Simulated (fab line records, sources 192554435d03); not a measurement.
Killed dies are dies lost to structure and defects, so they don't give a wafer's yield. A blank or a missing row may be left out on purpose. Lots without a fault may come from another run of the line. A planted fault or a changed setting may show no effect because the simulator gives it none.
Split-lot experiment | flow n5_finfet | 7 lots, 21 wafers read, on a route of 1938 steps

THE SPLIT
At N5_BEOL_M11_PECVD_70 (deposits SiO2 from TEOS/O2, target thk 20 nm, time 22.7 s), the setting temp_c was moved away from the recipe's 400 C on 9 of the 21 wafers read, by -4.4% to -1.3%. The other wafers ran this setting at the recipe's value.

FROM THE SPLIT TO THE READING: what the file shows between them, 11 steps
- N5_BEOL_M11_COAT_59: time 60 s, resist thk 100 nm (also split here: spin_rpm)
- N5_BEOL_M11_COAT_60: time 60 s, resist thk 30 nm
- N5_BEOL_M11_COAT_05: resist thk 90 nm
- N5_BEOL_M11_DESCUM_16: chemistry O2, time 7.9 s
- N5_BEOL_M11_ETCH_61: etches SiARC in CF4, target depth 39 nm, time 65 s
- N5_BEOL_M11_ETCH_62: etches SOC in N2/H2, target depth 110 nm, overetch 22 nm, time 165 s
- N5_BEOL_M11_STRIP_68: strips in N2/H2
- N5_BEOL_M11_STRIP_67: strips in CF4
- N5_BEOL_M11_HM_OPEN_17: chemistry Cl2/BCl3, target TiN, target depth 20 nm, overetch 6 nm
- N5_BEOL_M11_STRIP_19: strips in O2
- N5_BEOL_M11_STRIP_77: strips in N2/H2, time 10 s

THE READING
SiO2_of_BEOL_M11_PECVD_70.thk_nm (the simulator's own value, which no gauge read), in nm, at N5_BEOL_M11_HM_STRIP_39 (strips TiN in peroxide tin strip, target depth 25 nm, time 158 s). The file gives no usual value for it. The 12 wafers here that ran the recipe average 19.9 nm, standard deviation 0.22 nm.

wafer  | tool, chamber at the split | temp_c as run, C | against the recipe | SiO2_of_BEOL_M11_PECVD_70.thk_nm, nm | against lot-mates on the recipe
L078.3 | pecvd-03, 2,1              | 394.9            | -1.3%              | 20.4                                 | +0.4
L078.6 | pecvd-03, 2,1              | 394.9            | -1.3%              | 20.4                                 | +0.4
L078.4 | pecvd-03, 0                | 400              | recipe             | 20                                   | -
L079.1 | pecvd-03, 2,0              | 400              | recipe             | 20.2                                 | -
L079.5 | pecvd-03, 2                | 400              | recipe             | 20.2                                 | -
L079.3 | pecvd-03, 2,0              | 400              | recipe             | 20                                   | -
L083.2 | pecvd-02, 2                | 400              | recipe             | 20                                   | -
L083.5 | pecvd-02, 1                | 382.2            | -4.4%              | 22.2                                 | +2.2
L083.6 | pecvd-02, 0                | 382.2            | -4.4%              | 22.4                                 | +2.4
L084.2 | pecvd-04, 2                | 391.7            | -2.1%              | 21                                   | +1.1
L084.3 | pecvd-04, 1                | 400              | recipe             | 19.8                                 | -
L084.4 | pecvd-04, 2                | 400              | recipe             | 20                                   | -
L085.1 | pecvd-02, 1                | 400              | recipe             | 19.6                                 | -
L085.5 | pecvd-02, 1,2              | 400              | recipe             | 19.8                                 | -
L085.6 | pecvd-02, 1,2              | 400              | recipe             | 19.8                                 | -
L088.1 | pecvd-03, 1                | 385.4            | -3.7%              | 21.4                                 | no lot-mate on the recipe
L088.3 | pecvd-03, 0                | 385.4            | -3.7%              | 21.4                                 | no lot-mate on the recipe
L088.5 | pecvd-03, 2                | 385.4            | -3.7%              | 21.6                                 | no lot-mate on the recipe
L087.1 | pecvd-03, 0                | 400              | recipe             | 19.4                                 | -
L087.2 | pecvd-03, 2                | 393.8            | -1.5%              | 20.6                                 | +1.0
L087.3 | pecvd-03, 1                | 400              | recipe             | 19.8                                 | -
Where a row lists several chambers, the file gives one row for several wafers and doesn't say which wafer went through which chamber.

THE FIT
A straight line over all 21 wafers: SiO2_of_BEOL_M11_PECVD_70.thk_nm changes by -0.492 nm for each +1% of temp_c; r = -0.97; the points scatter about the line by 0.22 nm.
The same after taking each lot's own level away (the mean of its wafers on the recipe; 18 wafers): -0.515 nm for each +1%; r = -0.98; scatter 0.15 nm.
On that fit, the largest move of temp_c shifts the reading by 2.3 nm.
The lots' own levels span 19.60 to 20.13 nm, that is 2.4 times the standard deviation above.
So the lot-to-lot level changes the slope little: the two slopes agree.
Check: with one of the wafers moved furthest among these (-4.4%) left out of the fit, the line predicts +2.33 nm for it against its lot-mates. It came out at +2.2 nm against them.

OTHER SPLITS ON THESE WAFERS
These wafers also went through other splits before the reading. Each is held against what the fit with the lots' levels taken away leaves over:
other split on the same wafers | wafers away from the commonest value | r with SiO2_of_BEOL_M11_PECVD_70.thk_nm (lot level and that fit taken away)
N5_BEOL_M7_DESCUM_33 time_s    | 8                                    | +0.10
N5_BEOL_M7_VIA_ETCH_34 time_s  | 5                                    | -0.10
N5_BEOL_M8_EXPOSE_25 dose_mj   | 3                                    | +0.08
N5_BEOL_M8_DESCUM_33 time_s    | 9                                    | -0.02
N5_BEOL_M11_COAT_59 spin_rpm   | 7                                    | -0.18

THE WHOLE CHAIN: every reading that the file lists as answering this split, in the file's order
step                    | what it does                                                     | reading                                                                           | change (the file's fit)               | r (the file's)
N5_BEOL_M11_PECVD_70    | deposits SiO2 from TEOS/O2, target thk 20 nm, time 22.7 s        | SiO2_of_BEOL_M11_PECVD_70.thk_nm (the simulator's own value, which no gauge read) | -0.548 nm for each +1% of the setting | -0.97
N5_BEOL_M11_HM_STRIP_39 | strips TiN in peroxide tin strip, target depth 25 nm, time 158 s | SiO2_of_BEOL_M11_PECVD_70.thk_nm (the simulator's own value, which no gauge read) | -0.518 nm for each +1% of the setting | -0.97

THE FILE'S OWN FIT
SiO2_of_BEOL_M11_PECVD_70.thk_nm changes by -0.518 nm for each +1% of temp_c, r = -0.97.
